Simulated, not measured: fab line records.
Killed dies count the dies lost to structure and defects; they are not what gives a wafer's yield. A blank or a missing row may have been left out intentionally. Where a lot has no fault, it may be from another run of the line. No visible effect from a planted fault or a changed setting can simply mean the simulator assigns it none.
A sampling plan put to the test || flow nand_harc || one line in one fab, 30 faults in these records, each fault weighed on the records of the lots it struck
What counts as the plan is the set of the line's own looks, namely the steps on the route at which a gauge or an inspection reads a wafer and does not change it. Where struck wafers have a number at a look and the file lists that look's usual mean and standard deviation on fault-free wafers, the look can be judged. Caught: a look later than the fault's first step finds the struck wafers' mean 4 or more of those standard deviations (sigma) from the usual mean. On the tool: the same test on the tool's own readings at the fault's steps. If the struck wafers alone have a blank record, or they carry another recipe, that too counts as caught.

== THE FAULTS, as the simulator had put them in ==
1. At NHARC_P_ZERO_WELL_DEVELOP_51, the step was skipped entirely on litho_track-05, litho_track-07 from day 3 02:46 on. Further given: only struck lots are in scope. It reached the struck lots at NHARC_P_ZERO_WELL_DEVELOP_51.
2. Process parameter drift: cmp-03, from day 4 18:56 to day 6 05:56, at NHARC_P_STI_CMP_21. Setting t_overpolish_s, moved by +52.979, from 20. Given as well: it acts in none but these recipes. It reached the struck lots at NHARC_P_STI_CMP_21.
3. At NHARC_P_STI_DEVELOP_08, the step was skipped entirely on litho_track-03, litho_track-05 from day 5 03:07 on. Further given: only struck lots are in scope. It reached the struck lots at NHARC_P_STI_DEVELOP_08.
4. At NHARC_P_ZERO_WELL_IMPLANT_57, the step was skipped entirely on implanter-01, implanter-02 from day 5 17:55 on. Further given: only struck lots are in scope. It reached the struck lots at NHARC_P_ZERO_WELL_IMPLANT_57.
5. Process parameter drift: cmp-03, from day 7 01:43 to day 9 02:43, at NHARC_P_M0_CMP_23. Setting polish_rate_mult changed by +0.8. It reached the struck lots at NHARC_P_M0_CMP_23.
6. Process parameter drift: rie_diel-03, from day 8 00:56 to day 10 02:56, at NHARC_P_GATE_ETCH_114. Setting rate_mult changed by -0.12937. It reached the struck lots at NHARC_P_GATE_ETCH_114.
7. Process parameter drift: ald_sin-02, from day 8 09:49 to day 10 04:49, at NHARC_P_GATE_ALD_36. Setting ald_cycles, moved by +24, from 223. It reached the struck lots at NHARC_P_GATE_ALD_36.
8. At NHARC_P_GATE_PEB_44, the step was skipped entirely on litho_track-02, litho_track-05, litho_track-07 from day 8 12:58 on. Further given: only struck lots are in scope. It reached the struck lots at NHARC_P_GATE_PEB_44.
9. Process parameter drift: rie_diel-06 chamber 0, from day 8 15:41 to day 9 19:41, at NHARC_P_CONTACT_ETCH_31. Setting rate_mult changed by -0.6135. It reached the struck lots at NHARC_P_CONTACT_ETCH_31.
10. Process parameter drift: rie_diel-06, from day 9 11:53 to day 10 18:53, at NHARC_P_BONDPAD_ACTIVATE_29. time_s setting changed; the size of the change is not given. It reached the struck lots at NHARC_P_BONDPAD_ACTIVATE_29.
11. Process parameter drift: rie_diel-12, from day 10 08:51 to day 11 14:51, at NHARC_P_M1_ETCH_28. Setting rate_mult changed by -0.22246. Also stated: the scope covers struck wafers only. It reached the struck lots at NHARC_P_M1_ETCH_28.
12. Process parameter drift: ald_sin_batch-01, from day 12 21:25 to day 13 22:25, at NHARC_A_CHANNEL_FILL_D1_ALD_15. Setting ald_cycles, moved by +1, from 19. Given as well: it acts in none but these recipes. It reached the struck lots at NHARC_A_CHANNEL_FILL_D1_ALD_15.
13. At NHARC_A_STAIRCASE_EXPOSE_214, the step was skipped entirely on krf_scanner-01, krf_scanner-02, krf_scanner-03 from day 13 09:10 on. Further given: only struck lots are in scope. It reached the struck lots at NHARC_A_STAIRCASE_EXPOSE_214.
14. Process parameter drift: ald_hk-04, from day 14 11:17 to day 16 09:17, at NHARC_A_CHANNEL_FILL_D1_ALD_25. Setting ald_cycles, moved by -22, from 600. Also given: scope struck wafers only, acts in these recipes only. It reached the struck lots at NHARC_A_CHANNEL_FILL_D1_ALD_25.
15. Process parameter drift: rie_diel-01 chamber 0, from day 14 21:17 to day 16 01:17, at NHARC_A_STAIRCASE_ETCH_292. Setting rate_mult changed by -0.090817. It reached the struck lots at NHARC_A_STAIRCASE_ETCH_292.
16. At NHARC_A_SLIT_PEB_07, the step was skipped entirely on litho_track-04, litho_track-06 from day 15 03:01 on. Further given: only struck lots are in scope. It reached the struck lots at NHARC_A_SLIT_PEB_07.
17. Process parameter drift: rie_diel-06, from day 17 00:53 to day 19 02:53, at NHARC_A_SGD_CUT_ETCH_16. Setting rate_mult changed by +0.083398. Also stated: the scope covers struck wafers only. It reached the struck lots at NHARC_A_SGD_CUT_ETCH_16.
18. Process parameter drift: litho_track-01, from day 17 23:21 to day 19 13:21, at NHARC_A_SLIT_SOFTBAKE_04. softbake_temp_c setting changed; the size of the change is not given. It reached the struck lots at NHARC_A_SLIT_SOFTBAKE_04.
19. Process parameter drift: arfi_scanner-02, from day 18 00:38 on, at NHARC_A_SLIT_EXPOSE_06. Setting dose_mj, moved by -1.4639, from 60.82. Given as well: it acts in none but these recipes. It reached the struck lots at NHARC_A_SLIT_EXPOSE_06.
20. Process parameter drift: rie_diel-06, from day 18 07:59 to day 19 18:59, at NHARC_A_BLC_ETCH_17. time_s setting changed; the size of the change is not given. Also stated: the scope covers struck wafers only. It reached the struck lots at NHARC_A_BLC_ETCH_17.
21. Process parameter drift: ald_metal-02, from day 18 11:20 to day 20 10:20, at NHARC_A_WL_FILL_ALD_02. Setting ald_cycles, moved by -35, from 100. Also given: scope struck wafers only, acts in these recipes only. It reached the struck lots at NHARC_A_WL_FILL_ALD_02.
22. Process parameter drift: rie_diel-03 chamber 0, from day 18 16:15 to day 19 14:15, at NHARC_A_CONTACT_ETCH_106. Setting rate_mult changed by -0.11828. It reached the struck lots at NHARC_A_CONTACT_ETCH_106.
23. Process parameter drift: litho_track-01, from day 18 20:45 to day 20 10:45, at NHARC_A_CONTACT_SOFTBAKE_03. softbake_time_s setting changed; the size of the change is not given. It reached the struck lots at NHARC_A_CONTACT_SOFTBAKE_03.
24. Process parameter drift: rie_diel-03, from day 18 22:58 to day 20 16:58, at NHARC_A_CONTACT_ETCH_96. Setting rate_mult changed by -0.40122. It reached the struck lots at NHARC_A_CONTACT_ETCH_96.
25. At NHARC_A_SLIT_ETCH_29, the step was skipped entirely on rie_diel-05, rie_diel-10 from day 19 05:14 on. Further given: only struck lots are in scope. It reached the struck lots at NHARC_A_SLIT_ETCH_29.
26. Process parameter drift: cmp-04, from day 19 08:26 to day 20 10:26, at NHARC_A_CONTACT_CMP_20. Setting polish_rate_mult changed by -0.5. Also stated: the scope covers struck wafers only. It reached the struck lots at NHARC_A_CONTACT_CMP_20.
27. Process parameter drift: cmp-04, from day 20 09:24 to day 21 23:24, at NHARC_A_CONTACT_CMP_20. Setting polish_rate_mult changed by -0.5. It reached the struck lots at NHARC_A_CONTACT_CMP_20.
28. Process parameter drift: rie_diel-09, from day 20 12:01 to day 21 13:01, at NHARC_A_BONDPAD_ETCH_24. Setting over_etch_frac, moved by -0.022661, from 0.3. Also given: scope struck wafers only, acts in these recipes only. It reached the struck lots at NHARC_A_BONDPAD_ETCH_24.
29. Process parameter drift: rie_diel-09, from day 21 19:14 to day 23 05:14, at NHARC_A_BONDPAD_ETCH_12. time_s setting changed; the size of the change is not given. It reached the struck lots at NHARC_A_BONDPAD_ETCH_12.
30. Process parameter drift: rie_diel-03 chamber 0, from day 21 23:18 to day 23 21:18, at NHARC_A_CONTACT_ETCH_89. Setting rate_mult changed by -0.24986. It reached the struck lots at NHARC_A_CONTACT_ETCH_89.

== WHAT THE PLAN SAW ==
{"fault": 1, "on the tool itself": "the tool's record is blank for the struck wafers", "first look that catches it": "no look after it can be judged", "reading, sigma": "-", "median hours from its first step to that look": "-", "hours from the fault's start to the first struck lot there": "-", "judged looks passed uncaught": 0}
{"fault": 2, "on the tool itself": "overpolish_run_s +99 or beyond sigma", "first look that catches it": "no look after it can be judged", "reading, sigma": "-", "median hours from its first step to that look": "-", "hours from the fault's start to the first struck lot there": "-", "judged looks passed uncaught": 0}
{"fault": 3, "on the tool itself": "the tool's record is blank for the struck wafers", "first look that catches it": "no look after it can be judged", "reading, sigma": "-", "median hours from its first step to that look": "-", "hours from the fault's start to the first struck lot there": "-", "judged looks passed uncaught": 0}
{"fault": 4, "on the tool itself": "the tool's record is blank for the struck wafers", "first look that catches it": "no look after it can be judged", "reading, sigma": "-", "median hours from its first step to that look": "-", "hours from the fault's start to the first struck lot there": "-", "judged looks passed uncaught": 0}
{"fault": 5, "on the tool itself": "time_to_endpoint_s -6.1 sigma", "first look that catches it": "NHARC_P_M0_THK_MEAS_24", "reading, sigma": "thk_nm -5.6", "median hours from its first step to that look": 0.3, "hours from the fault's start to the first struck lot there": 9, "judged looks passed uncaught": 0}
{"fault": 6, "on the tool itself": "oes_product_au -5.0 sigma", "first look that catches it": "no look after it can be judged", "reading, sigma": "-", "median hours from its first step to that look": "-", "hours from the fault's start to the first struck lot there": "-", "judged looks passed uncaught": 0}
{"fault": 7, "on the tool itself": "under 2 sigma", "first look that catches it": "no look after it can be judged", "reading, sigma": "-", "median hours from its first step to that look": "-", "hours from the fault's start to the first struck lot there": "-", "judged looks passed uncaught": 0}
{"fault": 8, "on the tool itself": "the tool's record is blank for the struck wafers", "first look that catches it": "no look after it can be judged", "reading, sigma": "-", "median hours from its first step to that look": "-", "hours from the fault's start to the first struck lot there": "-", "judged looks passed uncaught": 0}
{"fault": 9, "on the tool itself": "oes_product_au -24 sigma", "first look that catches it": "NHARC_END_SORT_01", "reading, sigma": "killed_at_periphery +99 or beyond", "median hours from its first step to that look": 322.2, "hours from the fault's start to the first struck lot there": 328, "judged looks passed uncaught": 0}
{"fault": 10, "on the tool itself": "run_length_s +27 sigma", "first look that catches it": "no look after it can be judged", "reading, sigma": "-", "median hours from its first step to that look": "-", "hours from the fault's start to the first struck lot there": "-", "judged looks passed uncaught": 0}
{"fault": 11, "on the tool itself": "oes_product_au -13 sigma", "first look that catches it": "no look after it can be judged", "reading, sigma": "-", "median hours from its first step to that look": "-", "hours from the fault's start to the first struck lot there": "-", "judged looks passed uncaught": 0}
{"fault": 12, "on the tool itself": "under 2 sigma", "first look that catches it": "not the one look that can be judged after it", "reading, sigma": "-", "median hours from its first step to that look": "-", "hours from the fault's start to the first struck lot there": "-", "judged looks passed uncaught": 1}
{"fault": 13, "on the tool itself": "no reading that can be judged", "first look that catches it": "no look after it can be judged", "reading, sigma": "-", "median hours from its first step to that look": "-", "hours from the fault's start to the first struck lot there": "-", "judged looks passed uncaught": 0}
{"fault": 14, "on the tool itself": "under 2 sigma", "first look that catches it": "no look after it can be judged", "reading, sigma": "-", "median hours from its first step to that look": "-", "hours from the fault's start to the first struck lot there": "-", "judged looks passed uncaught": 0}
{"fault": 15, "on the tool itself": "only faintly: oes_product_au -2.9 sigma", "first look that catches it": "NHARC_END_SORT_01", "reading, sigma": "killed_at_array +29", "median hours from its first step to that look": 185.8, "hours from the fault's start to the first struck lot there": 186, "judged looks passed uncaught": 0}
{"fault": 16, "on the tool itself": "the tool's record is blank for the struck wafers", "first look that catches it": "no look after it can be judged", "reading, sigma": "-", "median hours from its first step to that look": "-", "hours from the fault's start to the first struck lot there": "-", "judged looks passed uncaught": 0}
{"fault": 17, "on the tool itself": "oes_product_au +4.0 sigma", "first look that catches it": "no look after it can be judged", "reading, sigma": "-", "median hours from its first step to that look": "-", "hours from the fault's start to the first struck lot there": "-", "judged looks passed uncaught": 0}
{"fault": 18, "on the tool itself": "heater_power_total_W -99 or beyond sigma", "first look that catches it": "none of the 2 looks that can be judged after it", "reading, sigma": "-", "median hours from its first step to that look": "-", "hours from the fault's start to the first struck lot there": "-", "judged looks passed uncaught": 2}
{"fault": 19, "on the tool itself": "exposure_dose_mJ_cm2 -21 sigma", "first look that catches it": "not the one look that can be judged after it", "reading, sigma": "-", "median hours from its first step to that look": "-", "hours from the fault's start to the first struck lot there": "-", "judged looks passed uncaught": 1}
{"fault": 20, "on the tool itself": "run_length_s -68 sigma", "first look that catches it": "no look after it can be judged", "reading, sigma": "-", "median hours from its first step to that look": "-", "hours from the fault's start to the first struck lot there": "-", "judged looks passed uncaught": 0}
{"fault": 21, "on the tool itself": "under 2 sigma", "first look that catches it": "no look after it can be judged", "reading, sigma": "-", "median hours from its first step to that look": "-", "hours from the fault's start to the first struck lot there": "-", "judged looks passed uncaught": 0}
{"fault": 22, "on the tool itself": "oes_product_au -4.9 sigma", "first look that catches it": "NHARC_END_SORT_01", "reading, sigma": "killed_at_array +57", "median hours from its first step to that look": 65.8, "hours from the fault's start to the first struck lot there": 67, "judged looks passed uncaught": 0}
{"fault": 23, "on the tool itself": "heater_power_total_W +99 or beyond sigma", "first look that catches it": "no look after it can be judged", "reading, sigma": "-", "median hours from its first step to that look": "-", "hours from the fault's start to the first struck lot there": "-", "judged looks passed uncaught": 0}
{"fault": 24, "on the tool itself": "oes_product_au -7.6 sigma", "first look that catches it": "NHARC_END_SORT_01", "reading, sigma": "killed_at_array +58", "median hours from its first step to that look": 72.8, "hours from the fault's start to the first struck lot there": 79, "judged looks passed uncaught": 0}
{"fault": 25, "on the tool itself": "the tool's record is blank for the struck wafers", "first look that catches it": "no look after it can be judged", "reading, sigma": "-", "median hours from its first step to that look": "-", "hours from the fault's start to the first struck lot there": "-", "judged looks passed uncaught": 0}
{"fault": 26, "on the tool itself": "overpolish_run_s -99 or beyond sigma", "first look that catches it": "NHARC_A_CONTACT_INSPECT_23", "reading, sigma": "raw_defect_count +19", "median hours from its first step to that look": 0.4, "hours from the fault's start to the first struck lot there": 1, "judged looks passed uncaught": 0}
{"fault": 27, "on the tool itself": "overpolish_run_s -99 or beyond sigma", "first look that catches it": "NHARC_A_CONTACT_INSPECT_23", "reading, sigma": "raw_defect_count +19", "median hours from its first step to that look": 0.4, "hours from the fault's start to the first struck lot there": 3, "judged looks passed uncaught": 0}
{"fault": 28, "on the tool itself": "under 2 sigma", "first look that catches it": "no look after it can be judged", "reading, sigma": "-", "median hours from its first step to that look": "-", "hours from the fault's start to the first struck lot there": "-", "judged looks passed uncaught": 0}
{"fault": 29, "on the tool itself": "run_length_s -10 sigma", "first look that catches it": "not the one look that can be judged after it", "reading, sigma": "-", "median hours from its first step to that look": "-", "hours from the fault's start to the first struck lot there": "-", "judged looks passed uncaught": 1}
{"fault": 30, "on the tool itself": "oes_product_au -10 sigma", "first look that catches it": "NHARC_END_SORT_01", "reading, sigma": "killed_at_array +14", "median hours from its first step to that look": 60.0, "hours from the fault's start to the first struck lot there": 73, "judged looks passed uncaught": 0}
Dash: fault not caught, or number not given in these records.

Caught at a look: 8 of 30. Caught on the tool: 23 of 30. By one or the other: 24 of 30.
Caught on the tool alone: faults 1, 2, 3, 4, 6, 8, 10, 11, 16, 17, 18, 19, 20, 23, 25, 29.
Caught at a look alone: fault 15.
Caught by neither: faults 7, 12, 13, 14, 21, 28.

== THINNER SAMPLING ==
In the worst case, this is how late the first struck lot would be measured if the look that catches a fault measured only every second or every third lot, by lot number:
{"fault": 5, "struck lots at that look, in order of time": "L155, L160", "every lot": "9 h", "every second lot": "38 h", "every third lot": "may miss all 2"}
{"fault": 9, "struck lots at that look, in order of time": "L274", "every lot": "328 h", "every second lot": "may miss it", "every third lot": "may miss it"}
{"fault": 15, "struck lots at that look, in order of time": "L736", "every lot": "186 h", "every second lot": "may miss it", "every third lot": "may miss it"}
{"fault": 22, "struck lots at that look, in order of time": "L579, L580", "every lot": "67 h", "every second lot": "76 h", "every third lot": "may miss all 2"}
{"fault": 24, "struck lots at that look, in order of time": "L856, L855, L857", "every lot": "79 h", "every second lot": "81 h", "every third lot": "88 h"}
{"fault": 26, "struck lots at that look, in order of time": "L638, L641, L642", "every lot": "1 h", "every second lot": "19 h", "every third lot": "may miss all 3"}
{"fault": 27, "struck lots at that look, in order of time": "L722, L728", "every lot": "3 h", "every second lot": "may miss all 2", "every third lot": "may miss all 2"}
{"fault": 30, "struck lots at that look, in order of time": "L497, L500", "every lot": "73 h", "every second lot": "76 h", "every third lot": "may miss all 2"}
Hours count from the start of the fault until the first struck lot that is measured. Since the struck wafers were tested as one group against 4 sigma, a single lot by itself may lie under the limit. Other struck lots may not be in these records.

== THE LONGEST TIMED WAY FROM STEP TO LOOK ==
Fault 9: a median of 322.2 hours passes between NHARC_P_CONTACT_ETCH_31 and NHARC_END_SORT_01. No look between them can be judged.
